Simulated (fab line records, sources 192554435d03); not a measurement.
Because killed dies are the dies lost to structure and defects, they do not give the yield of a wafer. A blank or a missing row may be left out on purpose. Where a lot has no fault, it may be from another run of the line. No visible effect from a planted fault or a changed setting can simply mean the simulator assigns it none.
fab line records	flow n5Finfet
[record] lots = 7	wafers = 39
route steps=1938 shown FIN_SAQP@138 DUMMY_GATE@250 GATE_CUT@469 MOL_CONTACT_COAG@535
startH: start of the lot's first displayed wafer, in hours after the record's first day	waitH: hours elapsed since this lot's preceding step	" same as the row above	L1.1+2: a row that stands for several wafers	- value missing, or start not given	* or withheld: withheld	< > ~ a bound
route shown NAME@n: a module of which the file shows steps, and the number in the route of the first	usual: the fault-free wafers' mean and standard deviation	same: alike in all rows	chamber/n: place in a boat	sites: readings site by site	_std_site: the values' standard deviation	_edge_site: mean of outer sites minus mean of inner sites	radiusMm: how far each site lies from the wafer's centre	mask NAME#n: copy n	behind: tool/chamber where the wafer was last shaped	hold: cause of the lot's hold/its duration in hours/its outcome	device: whichever transistor did not switch (one of n, p or np)	end of line: tests of these same wafers at the route's end	a step without rows: its recipe alone	killed: count of dies lost to structure and defects at first sort (not the wafer's yield)	map: dies across one wafer; x = killed, . = not, _ = none there
set.NAME: the run value of the setting; set.NAME@STEP: its run value at that earlier step	model.NAME: the simulator's own value behind a step, which no gauge read
one table per step and one row per wafer, for lots whose settings were changed on purpose
[[steps]]
[step N5_FIN_SAQP_SPACER2_ALD_28]
[recipe] material = SiO2	targetThkA = 81	tempC = 300	aldPrecursorFamily = BDEAS	aldCoReactant = O2-plasma	pulseTimeS = 1	purgeTimeS = 2	coReactantPurgeTimeS = 2	pressureTorr = 2
lot.wafer	tool	chamber	startH	waitH	set.targetThkA	model.SiO2_of_FIN_SAQP_SPACER2_ALD_28.thkNm
L074.1+2+3+5+6	aldSin-01	3,1,2,2,1	26.79	0.2	81	8
L074.4	"	0	"	"	81	8.2
L075.1+2+3+4+6	aldSin-03	0,2,3,1,0	31.56	0.1	81	8
L075.5	"	1	"	"	81	8.2
L078.1+2	aldSin-03	1,0	49.60	1.0	81	8.2
L078.3	"	2	"	"	87.7	8.6
L078.4+6	"	3,1	"	"	87.7	8.8
L078.5	"	2	"	"	81	8
L081.1+5	aldSin-01	1,0	69.11	0.1	88.96	8.8
L081.2+3+4	"	2,0,3	"	"	81	8
L081.6	"	1	"	"	88.96	9
L086.1+2+3	aldSin-02	2,3,1	100.14	0.7	69.5	7
L086.4+5	"	0,1	"	"	81	8
L086.6	"	2	"	"	81	8.2
L095.2+3+6	aldSin-02	2,3,0	151.44	0.1	81	8
L096.1	aldSin-02	2	157.25	0.1	81	8.2
L096.2+3	"	3,1	"	"	81	8
L096.4+6	"	0	"	"	89.62	9
L096.5	"	1	"	"	89.62	8.8
[step N5_FIN_SAQP_SPACER2_ETCHBACK_29]
[recipe] chemistry = CHF3/O2	mode = anisotropicEtchback	target = SiO2	targetDepthA = 122	timeS = 6.1	pressureMtorr = 30	sourceW = 650	biasW = 170	Ar_flow_sccm = 200	CHF3_flow_sccm = 50	O2_flow_sccm = 5	ionEnergyEv = 200
[step N5_FIN_SAQP_MANDREL2_REMOVE_60]
[recipe] chemistry = HBr/Cl2/O2	btTimeS = 10	target = a-Si	stopOn = SiNx	endpoint = OES-SiCl	overEtchFrac = 1	icpW = 600	biasW = 22	HBr_flow_sccm = 150	Cl2_flow_sccm = 80	O2_flow_sccm = 5	pressureMtorr = 10
lot.wafer	tool	chamber	startH	waitH	set.targetThkA@FIN_SAQP_SPACER2_ALD_28	model.FIN_SAQP.cdNm
L074.1+2+3+5	rieSi-05	1,0,2,2	27.36	0.1	81	8.2
L074.4	"	3	"	"	81	8
L074.6	"	3	"	"	81	7.8
L075.1+5	rieSi-02	0	31.97	0.1	81	8
L075.2+3+6	"	3,1,3	"	"	81	8.2
L075.4	"	2	"	"	81	7.8
L078.1+5	rieSi-04	3	50.01	0.1	81	7.8
L078.2	"	2	"	"	81	8
L078.3+4+6	"	0,1,2	"	"	87.7	8.6
L081.1+5	rieSi-02	1,3	69.53	0.1	88.96	9.2
L081.2+3	"	0,3	"	"	81	8.2
L081.4	"	2	"	"	81	8
L081.6	"	0	"	"	88.96	9
L086.1+2	rieSi-04	2,3	100.55	0.1	69.5	6.8
L086.3	"	0	"	"	69.5	7
L086.4+6	"	1	"	"	81	8.2
L086.5	"	2	"	"	81	8
L095.2	rieSi-05	1	151.86	0.1	81	8.2
L095.3+6	"	2	"	"	81	8
L096.1	rieSi-04	2	157.74	0.1	81	8
L096.2	"	3	"	"	81	7.8
L096.3	"	1	"	"	81	8.2
L096.4+6	"	2,3	"	"	89.62	8.8
L096.5	"	1	"	"	89.62	9
[step N5_FIN_SAQP_CD_MEAS_31]
[recipe] targetCdNm = 8	landingEnergyEv = 1000	detector = seInlens	polarity = line
[usual] cdNm = 8.09/0.25
lot.wafer	tool	chamber	startH	waitH	set.targetThkA@FIN_SAQP_SPACER2_ALD_28	cdNm
L074.1	cdSem-03	0	27.47	0.1	81	8.05
L074.2	"	0	"	"	81	7.94
L074.3	"	0	"	"	81	8.25
L074.4	"	0	"	"	81	8.28
L074.5	"	0	"	"	81	8.09
L074.6	"	0	"	"	81	7.83
L075.1	cdSem-03	0	32.08	0.1	81	8.02
L075.2	"	0	"	"	81	8.26
L075.3	"	0	"	"	81	8.33
L075.4	"	0	"	"	81	7.82
L075.5	"	0	"	"	81	7.83
L075.6	"	0	"	"	81	8.28
L078.1	cdSem-02	0	50.12	0.1	81	7.92
L078.2	"	0	"	"	81	8.18
L078.3	"	0	"	"	87.7	8.67
L078.4	"	0	"	"	87.7	8.99
L078.5	"	0	"	"	81	7.63
L078.6	"	0	"	"	87.7	9.02
L081.1	cdSem-01	0	69.64	0.1	88.96	8.92
L081.2	"	0	"	"	81	8.47
L081.3	"	0	"	"	81	8.15
L081.4	"	0	"	"	81	8.18
L081.5	"	0	"	"	88.96	9.39
L081.6	"	0	"	"	88.96	9.43
L086.1	cdSem-02	0	100.66	0.1	69.5	6.87
L086.2	"	0	"	"	69.5	6.63
L086.3	"	0	"	"	69.5	6.78
L086.4	"	0	"	"	81	7.97
L086.5	"	0	"	"	81	8.19
L086.6	"	0	"	"	81	8.74
L095.2	cdSem-03	0	151.97	0.1	81	8.45
L095.3	"	0	"	"	81	8.08
L095.6	"	0	"	"	81	7.76
L096.1	cdSem-03	0	157.85	0.1	81	8.05
L096.2	"	0	"	"	81	7.52
L096.3	"	0	"	"	81	8.06
L096.4	"	0	"	"	89.62	8.78
L096.5	"	0	"	"	89.62	9.29
L096.6	"	0	"	"	89.62	8.97
[step N5_FIN_SAQP_HM_OPEN_33]
[recipe] chemistry = CH3F/O2	target = SiNx	maskMaterial = SiO2	targetDepthA = 494	timeS = 70.6	pressureMtorr = 30	sourceW = 395	biasW = 73	Ar_flow_sccm = 150	CH3F_flow_sccm = 30	O2_flow_sccm = 20	ionEnergyEv = 120	ends = cleared
lot.wafer	tool	chamber	startH	waitH	set.targetThkA@FIN_SAQP_SPACER2_ALD_28	model.FIN_SAQP.cdNm
L074.1+4	rieDiel-01	1,0	27.52	0.0	81	8
L074.2+3+5	"	3,2,1	"	"	81	8.2
L074.6	"	0	"	"	81	7.8
L075.1+2+3+5	rieDiel-03	1,3,2,3	32.13	0.0	81	8
L075.4	"	0	"	"	81	7.6
L075.6	"	2	"	"	81	8.2
L078.1+2	rieDiel-01	2,3	50.18	0.1	81	8
L078.3+4+6	"	0,1,2	"	"	87.7	8.6
L078.5	"	1	"	"	81	7.8
L081.1	rieDiel-01	3	69.71	0.1	88.96	9
L081.2+3+4	"	2,1,0	"	"	81	8.2
L081.5+6	"	3,0	"	"	88.96	9.2
L086.1+2	rieDiel-01	2,3	100.71	0.0	69.5	6.8
L086.3	"	0	"	"	69.5	7
L086.4+6	"	1	"	"	81	8.2
L086.5	"	2	"	"	81	7.8
L095.2	rieDiel-03	0	152.01	0.0	81	8.2
L095.3	"	1	"	"	81	7.8
L095.6	"	3	"	"	81	8
L096.1	rieDiel-04	2	157.94	0.1	81	8
L096.2	"	0	"	"	81	7.8
L096.3	"	3	"	"	81	8.2
L096.4	"	1	"	"	89.62	8.8
L096.5	"	3	"	"	89.62	9
L096.6	"	0	"	"	89.62	8.6
[step N5_FIN_SAQP_ETCH_34]
[recipe] chemistry = C4F6/O2	target = SiO2	targetDepthA = 450	timeS = 15	ionEnergyEv = 250	pressureMtorr = 30	sourceW = 345	biasW = 185	Ar_flow_sccm = 300	C4F6_flow_sccm = 10	O2_flow_sccm = 10	ends = cleared
[step N5_FIN_SAQP_STRIP_77]
[recipe] chemistry = N2/H2	timeS = 90	powerW = 100	tempC = 40	pressureMtorr = 100	rfFrequencyHz = 6e+07	biasPowerW = 3	n2FlowSccm = 300	h2FlowSccm = 300
[step N5_FIN_SAQP_ETCH_64]
[recipe] chemistry = CF4	target = SiO2	targetDepthA = 15	ionEnergyEv = 350	pressureMtorr = 10	icpW = 800	biasW = 400	cf4FlowSccm = 80
lot.wafer	tool	chamber	startH	waitH	set.targetThkA@FIN_SAQP_SPACER2_ALD_28	model.FIN_SAQP.cdNm
L074.1+4	rieSi-02	3	27.79	0.0	81	8
L074.2	"	0	"	"	81	8.4
L074.3+5	"	1,0	"	"	81	8.2
L074.6	"	1	"	"	81	7.8
L075.1+2+3+5+6	rieSi-05	1,3,2,2,3	32.39	0.0	81	8.2
L075.4	"	0	"	"	81	7.6
L078.1+5	rieSi-02	2	50.44	0.0	81	7.8
L078.2	"	1	"	"	81	8
L078.3	"	0	"	"	87.7	8.4
L078.4+6	"	3	"	"	87.7	8.6
L081.1+5+6	rieSi-04	3,0,1	69.98	0.0	88.96	9
L081.2	"	1	"	"	81	8.2
L081.3+4	"	0,2	"	"	81	8
L086.1	rieSi-02	2	100.97	0.0	69.5	6.8
L086.2+3	"	0,1	"	"	69.5	7
L086.4+5	"	3,1	"	"	81	8
L086.6	"	0	"	"	81	8.2
L095.2	rieSi-02	0	152.28	0.0	81	8.2
L095.3	"	1	"	"	81	7.8
L095.6	"	3	"	"	81	8
L096.1+2	rieSi-04	3,1	158.21	0.0	81	7.8
L096.3	"	2	"	"	81	8.2
L096.4+6	"	3,2	"	"	89.62	8.8
L096.5	"	1	"	"	89.62	9
[step N5_FIN_SAQP_FIN_ETCH_36]
[recipe] chemistry = HBr/Cl2/O2	targetDepthA = 1200	maskMaterial = SiNx	timeS = 50.4	biasW = 102	pressureMtorr = 10	icpW = 800	HBr_flow_sccm = 150	Cl2_flow_sccm = 80	O2_flow_sccm = 12
lot.wafer	tool	chamber	startH	waitH	set.targetThkA@FIN_SAQP_SPACER2_ALD_28	model.FIN_SAQP.cdNm
L074.1+4	rieSi-02	3	27.81	0.0	81	8
L074.2+5	"	0	"	"	81	8.2
L074.3	"	1	"	"	81	8.4
L074.6	"	1	"	"	81	7.8
L075.1+3+5	rieSi-05	1,2,2	32.41	0.0	81	8.2
L075.2+6	"	3	"	"	81	8
L075.4	"	0	"	"	81	7.6
L078.1+5	rieSi-02	2	50.46	0.0	81	7.8
L078.2	"	1	"	"	81	8.2
L078.3+4+6	"	0,3,3	"	"	87.7	8.6
L081.1+6	rieSi-04	3,1	70.00	0.0	88.96	9
L081.2	"	1	"	"	81	8.2
L081.3+4	"	0,2	"	"	81	8
L081.5	"	0	"	"	88.96	9.2
L086.1+2	rieSi-02	2,0	100.99	0.0	69.5	7
L086.3	"	1	"	"	69.5	7.2
L086.4+6	"	3,0	"	"	81	8.2
L086.5	"	1	"	"	81	8
L095.2	rieSi-02	0	152.30	0.0	81	8.2
L095.3+6	"	1,3	"	"	81	8
L096.1+2	rieSi-04	3,1	158.23	0.0	81	7.8
L096.3	"	2	"	"	81	8.2
L096.4	"	3	"	"	89.62	8.8
L096.5	"	1	"	"	89.62	9
L096.6	"	2	"	"	89.62	8.6
[step N5_FIN_SAQP_CD_MEAS_37]
[recipe] targetCdNm = 8	polarity = line
[usual] cdNm = 8.04/0.29
lot.wafer	tool	chamber	startH	waitH	set.targetThkA@FIN_SAQP_SPACER2_ALD_28	cdNm
L074.1	cdSem-02	-	27.93	0.1	81	7.80
L074.2	"	-	"	"	81	8.75
L074.3	"	-	"	"	81	8.65
L074.4	"	-	"	"	81	7.73
L074.5	"	-	"	"	81	8.22
L074.6	"	-	"	"	81	8.17
L075.1	cdSem-03	-	32.53	0.1	81	8.10
L075.2	"	-	"	"	81	7.79
L075.3	"	-	"	"	81	7.89
L075.4	"	-	"	"	81	7.41
L075.5	"	-	"	"	81	8.01
L075.6	"	-	"	"	81	8.01
L078.1	cdSem-01	-	50.58	0.1	81	8.03
L078.2	"	-	"	"	81	8.00
L078.3	"	-	"	"	87.7	8.68
L078.4	"	-	"	"	87.7	8.92
L078.5	"	-	"	"	81	7.85
L078.6	"	-	"	"	87.7	8.66
L081.1	cdSem-03	-	70.12	0.1	88.96	9.06
L081.2	"	-	"	"	81	8.41
L081.3	"	-	"	"	81	7.89
L081.4	"	-	"	"	81	7.75
L081.5	"	-	"	"	88.96	9.29
L081.6	"	-	"	"	88.96	9.07
L086.1	cdSem-01	-	101.11	0.1	69.5	6.69
L086.2	"	-	"	"	69.5	6.82
L086.3	"	-	"	"	69.5	7.11
L086.4	"	-	"	"	81	8.05
L086.5	"	-	"	"	81	8.10
L086.6	"	-	"	"	81	8.26
L095.2	cdSem-03	-	152.42	0.1	81	7.97
L095.3	"	-	"	"	81	7.93
L095.6	"	-	"	"	81	7.61
L096.1	cdSem-01	-	158.36	0.1	81	7.66
L096.2	"	-	"	"	81	8.07
L096.3	"	-	"	"	81	8.04
L096.4	"	-	"	"	89.62	8.88
L096.5	"	-	"	"	89.62	9.02
L096.6	"	-	"	"	89.62	8.64
[step N5_DUMMY_GATE_ETCH_42]
[recipe] chemistry = CHF3/O2	target = SiO2	targetDepthA = 35	timeS = 31	ionEnergyEv = 30	biasW = 12	pressureMtorr = 30	sourceW = 600	Ar_flow_sccm = 200	CHF3_flow_sccm = 50	O2_flow_sccm = 5
[usual] rfVppV = 42.4/1.1
lot.wafer	tool	chamber	startH	waitH	set.biasW	rfVppV
L074.1	rieDiel-02	2	53.66	0.1	12	43.5
L074.2	"	3	"	"	9.887	37.5
L074.3	"	0	"	"	12	41.3
L074.4	"	1	"	"	12	43.4
L074.5	"	1	"	"	9.887	36.6
L074.6	"	2	"	"	9.887	37.0
L075.1	rieDiel-05	1	56.36	0.1	12	42.8
L075.2	"	3	"	"	12	43.3
L075.3	"	2	"	"	11.15	40.6
L075.4	"	0	"	"	11.15	41.9
L075.5	"	2	"	"	11.15	39.4
L075.6	"	1	"	"	12	43.9
L078.1	rieDiel-05	3	72.25	0.0	10.36	39.5
L078.2	"	2	"	"	10.36	37.3
L078.3	"	0	"	"	10.36	38.5
L078.4	"	1	"	"	12	43.0
L078.5	"	2	"	"	12	41.8
L078.6	"	1	"	"	12	41.2
L081.1	rieDiel-05	3	90.96	0.2	12	43.0
L081.2	"	1	"	"	12	43.5
L081.3	"	0	"	"	12	41.9
L081.4	"	2	"	"	12	42.9
L081.5	"	2	"	"	12	42.0
L081.6	"	3	"	"	12	42.3
L086.1	rieDiel-02	3	125.09	0.2	11.12	40.8
L086.2	"	2	"	"	12	42.1
L086.3	"	1	"	"	12	42.4
L086.4	"	0	"	"	11.12	38.9
L086.5	"	3	"	"	11.12	39.7
L086.6	"	2	"	"	12	43.7
L095.2	rieDiel-06	2	174.27	0.0	12	41.0
L095.3	"	1	"	"	12	43.1
L095.6	"	1	"	"	12	42.4
L096.1	rieDiel-05	2	180.88	0.2	13.95	44.7
L096.2	"	1	"	"	12	42.4
L096.3	"	3	"	"	13.95	49.2
L096.4	"	0	"	"	13.95	47.2
L096.5	"	0	"	"	12	42.5
L096.6	"	1	"	"	12	41.6
[step N5_GATE_CUT_ETCH_58]
[recipe] chemistry = CH3F/O2	target = SiNx	targetDepthA = 170	timeS = 128.6	ionEnergyEv = 50	pressureMtorr = 30	sourceW = 415	biasW = 21	Ar_flow_sccm = 150	CH3F_flow_sccm = 30	O2_flow_sccm = 20
lot.wafer	tool	chamber	startH	waitH	set.targetDepthA	model.etch.depthNm
L074.1	rieDiel-02	1	86.26	0.0	170	17.58
L074.2	"	3	"	"	170	17.6
L074.3	"	0	"	"	170	17.01
L074.4	"	2	"	"	183.5	18.31
L074.5	"	1	"	"	183.5	18.85
L074.6	"	2	"	"	183.5	18.37
L075.1	rieDiel-06	0	88.06	0.0	155	15.19
L075.2	"	1	"	"	170	16.78
L075.3	"	2	"	"	155	15.35
L075.4	"	3	"	"	170	17.24
L075.5	"	0	"	"	170	16.53
L075.6	"	1	"	"	155	15.38
L078.1	rieDiel-06	0	105.80	0.0	170	16.27
L078.2	"	3	"	"	148.9	15.12
L078.3	"	2	"	"	148.9	14.65
L078.4	"	1	"	"	148.9	14.87
L078.5	"	0	"	"	170	16.21
L078.6	"	1	"	"	170	16.93
L081.1	rieDiel-06	1	122.59	0.0	170	17.23
L081.2	"	2	"	"	170	17.05
L081.3	"	0	"	"	170	16.34
L081.4	"	1	"	"	170	17.27
L081.5	"	0	"	"	170	16.49
L081.6	"	2	"	"	170	16.98
L086.1	rieDiel-05	0	157.25	0.0	170	17.82
L086.2	"	2	"	"	157.9	15.76
L086.3	"	3	"	"	157.9	15.32
L086.4	"	1	"	"	157.9	16.53
L086.5+6	"	0,1	"	"	170	17.76
L095.2+6	rieDiel-02	2	207.31	0.0	170	16.9
L095.3	"	3	"	"	170	17.35
L096.1	rieDiel-05	0	213.01	0.0	181.5	19.08
L096.2	"	3	"	"	170	16.35
L096.3	"	2	"	"	181.5	17.89
L096.4	"	1	"	"	170	17.62
L096.5	"	0	"	"	181.5	19.1
L096.6	"	1	"	"	170	17.68
[step N5_MOL_CONTACT_COAG_CONTACT_ETCH_14]
[recipe] chemistry = C4F6/O2	target = SiO2	targetDepthA = 275	overetchA = 85	maskMaterial = SOC	pressureMtorr = 30	sourceW = 370	biasW = 185	Ar_flow_sccm = 300	C4F6_flow_sccm = 16	O2_flow_sccm = 10	timeS = 20	ionEnergyEv = 259.6
[usual] rfVppV = 692.0/2.4
lot.wafer	tool	chamber	startH	waitH	set.sourceW	rfVppV
L074.1	rieDiel-01	1	93.72	0.0	326.2	719.8
L074.2	"	0	"	"	370	688.6
L074.3	"	2	"	"	370	691.1
L074.4	"	1	"	"	370	694.6
L074.5	"	0	"	"	326.2	710.3
L074.6	"	2	"	"	326.2	715.4
L075.1	rieDiel-03	1	96.47	0.0	370	693.9
L075.2	"	0	"	"	347.6	702.5
L075.3	"	3	"	"	347.6	698.4
L075.4	"	3	"	"	370	690.5
L075.5	"	1	"	"	347.6	693.8
L075.6	"	0	"	"	370	690.8
L078.1	rieDiel-03	0	113.51	0.0	420.1	663.7
L078.2	"	3	"	"	370	690.8
L078.3	"	1	"	"	420.1	656.7
L078.4	"	2	"	"	370	694.3
L078.5	"	1	"	"	420.1	656.4
L078.6	"	0	"	"	370	693.4
L081.1	rieDiel-04	2	130.64	0.0	416.1	668.2
L081.2	"	1	"	"	416.1	664.8
L081.3	"	3	"	"	370	689.4
L081.4	"	0	"	"	370	691.3
L081.5	"	1	"	"	416.1	665.0
L081.6	"	2	"	"	370	690.7
L086.1	rieDiel-01	3	165.15	0.0	370	696.7
L086.2	"	0	"	"	370	688.3
L086.3	"	1	"	"	370	695.2
L086.4	"	2	"	"	370	692.5
L086.5	"	2	"	"	370	689.9
L086.6	"	3	"	"	370	696.5
L095.2	rieDiel-01	0	215.30	0.0	370	688.2
L095.3	"	1	"	"	370	693.4
L095.6	"	3	"	"	370	696.5
L096.1	rieDiel-04	0	223.57	0.0	370	691.3
L096.2	"	1	"	"	321.6	721.0
L096.3	"	2	"	"	370	690.3
L096.4	"	1	"	"	321.6	719.2
L096.5	"	0	"	"	321.6	720.4
L096.6	"	2	"	"	370	689.8
[step N5_MOL_CONTACT_COAG_SPUTTER_130]
[recipe] material = Co	targetThkA = 475	tempC = 25	chamberPressurePa = 0.5	powerW = 3000
lot.wafer	tool	chamber	startH	waitH	set.powerW	model.Co_of_MOL_CONTACT_COAG_SPUTTER_130.thkNm
L074.1+5	pvdSputter-02	-	98.89	0.0	3000	47.8
L074.2+6	"	-	"	"	2554	40.6
L074.3	"	-	"	"	2554	41
L074.4	"	-	"	"	3000	48
L075.1	pvdSputter-03	-	101.17	0.0	3000	47.4
L075.2	"	-	"	"	3238	52.2
L075.3	"	-	"	"	3000	48.6
L075.4	"	-	"	"	3238	51.8
L075.5	"	-	"	"	3000	47.8
L075.6	"	-	"	"	3238	51.4
L078.1	pvdSputter-02	-	119.40	0.0	2539	40.6
L078.2	"	-	"	"	2539	40.2
L078.3+5	"	-	"	"	3000	47.8
L078.4	"	-	"	"	3000	48.2
L078.6	"	-	"	"	2539	40.8
L081.1+6	pvdSputter-01	-	137.28	0.0	3000	46.6
L081.2	"	-	"	"	2763	43.4
L081.3	"	-	"	"	2763	42.6
L081.4	"	-	"	"	3000	47.8
L081.5	"	-	"	"	2763	43.8
L086.1+6	pvdSputter-03	-	170.92	0.0	3516	57.2
L086.2	"	-	"	"	3000	47.4
L086.3	"	-	"	"	3000	47.8
L086.4	"	-	"	"	3516	55.8
L086.5	"	-	"	"	3000	48.4
L095.2	pvdSputter-01	-	224.69	0.0	3000	46.8
L095.3	"	-	"	"	3000	47.8
L095.6	"	-	"	"	3000	48.4
L096.1+2	pvdSputter-02	-	227.19	0.0	3000	47.8
L096.3	"	-	"	"	3000	48
L096.4	"	-	"	"	2725	43.6
L096.5	"	-	"	"	2725	44
L096.6	"	-	"	"	2725	43.8
[step N5_MOL_CONTACT_COAG_VIA_ETCH_46]
[recipe] chemistry = C4F6/O2	targetDepthA = 460	overetchA = 92	maskMaterial = SOC	target = SiO2	biasW = 455	pressureMtorr = 10	timeS = 40	sourceW = 325	Ar_flow_sccm = 300	C4F6_flow_sccm = 10	O2_flow_sccm = 10	ionEnergyEv = 575.3	ends = endPoint
[usual] rfVppV = 1567/30
lot.wafer	tool	chamber	startH	waitH	set.biasW	rfVppV
L074.1	rieDiel-03	2	104.61	0.0	379.3	1405
L074.2	"	1	"	"	455	1503
L074.3	"	0	"	"	379.3	1343
L074.4	"	3	"	"	379.3	1363
L074.5	"	1	"	"	455	1502
L074.6	"	0	"	"	455	1537
L075.1	rieDiel-03	2	106.20	0.0	455	1610
L075.2	"	0	"	"	455	1536
L075.3	"	3	"	"	417.8	1468
L075.4	"	1	"	"	417.8	1409
L075.5	"	2	"	"	417.8	1511
L075.6	"	3	"	"	455	1563
L078.1	rieDiel-03	2	124.44	0.0	455	1611
L078.2	"	0	"	"	455	1536
L078.3	"	3	"	"	455	1563
L078.4	"	2	"	"	455	1613
L078.5	"	0	"	"	455	1537
L078.6	"	3	"	"	455	1563
L081.1	rieDiel-01	0	143.35	0.0	385.6	1412
L081.2	"	3	"	"	455	1573
L081.3	"	1	"	"	385.6	1372
L081.4	"	3	"	"	455	1574
L081.5	"	0	"	"	455	1600
L081.6	"	1	"	"	385.6	1370
L086.1	rieDiel-03	2	175.66	0.0	455	1610
L086.2	"	0	"	"	455	1536
L086.3	"	3	"	"	455	1562
L086.4	"	1	"	"	455	1501
L086.5	"	3	"	"	455	1563
L086.6	"	2	"	"	455	1610
L095.2	rieDiel-04	1	229.46	0.0	455	1582
L095.3	"	2	"	"	455	1586
L095.6	"	0	"	"	455	1595
L096.1	rieDiel-04	1	231.87	0.0	380.7	1384
L096.2	"	0	"	"	380.7	1395
L096.3	"	2	"	"	455	1584
L096.4	"	0	"	"	455	1594
L096.5	"	2	"	"	380.7	1386
L096.6	"	1	"	"	455	1583
[[key]]
[split] step = N5_FIN_SAQP_SPACER2_ALD_28	setting = targetThkA	stated = 81	by = wafer
[response] step = N5_FIN_SAQP_SPACER2_ALD_28	reading = model.SiO2_of_FIN_SAQP_SPACER2_ALD_28.thkNm	change = +0.0789	per = 1%	r = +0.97
[response] step = N5_FIN_SAQP_MANDREL2_REMOVE_60	reading = model.FIN_SAQP.cdNm	change = +0.0898	per = 1%	r = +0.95
[response] step = N5_FIN_SAQP_CD_MEAS_31	reading = cdNm	change = +0.108	per = 1%	r = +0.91
[response] step = N5_FIN_SAQP_HM_OPEN_33	reading = model.FIN_SAQP.cdNm	change = +0.0839	per = 1%	r = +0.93
[response] step = N5_FIN_SAQP_ETCH_64	reading = model.FIN_SAQP.cdNm	change = +0.0848	per = 1%	r = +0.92
[response] step = N5_FIN_SAQP_FIN_ETCH_36	reading = model.FIN_SAQP.cdNm	change = +0.0828	per = 1%	r = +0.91
[response] step = N5_FIN_SAQP_CD_MEAS_37	reading = cdNm	change = +0.0946	per = 1%	r = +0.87
[split] step = N5_DUMMY_GATE_ETCH_42	setting = biasW	stated = 12	by = wafer
[response] step = N5_DUMMY_GATE_ETCH_42	reading = rfVppV	change = +0.31	per = 1%	r = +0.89
[split] step = N5_GATE_CUT_ETCH_58	setting = targetDepthA	stated = 170	by = wafer
[response] step = N5_GATE_CUT_ETCH_58	reading = model.etch.depthNm	change = +0.168	per = 1%	r = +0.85
[split] step = N5_MOL_CONTACT_COAG_CONTACT_ETCH_14	setting = sourceW	stated = 370	by = wafer
[response] step = N5_MOL_CONTACT_COAG_CONTACT_ETCH_14	reading = rfVppV	change = -2.15	per = 1%	r = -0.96
[split] step = N5_MOL_CONTACT_COAG_SPUTTER_130	setting = powerW	stated = 3000	by = wafer
[response] step = N5_MOL_CONTACT_COAG_SPUTTER_130	reading = model.Co_of_MOL_CONTACT_COAG_SPUTTER_130.thkNm	change = +0.488	per = 1%	r = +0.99
[split] step = N5_MOL_CONTACT_COAG_VIA_ETCH_46	setting = biasW	stated = 455	by = wafer
[response] step = N5_MOL_CONTACT_COAG_VIA_ETCH_46	reading = rfVppV	change = +11.3	per = 1%	r = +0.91
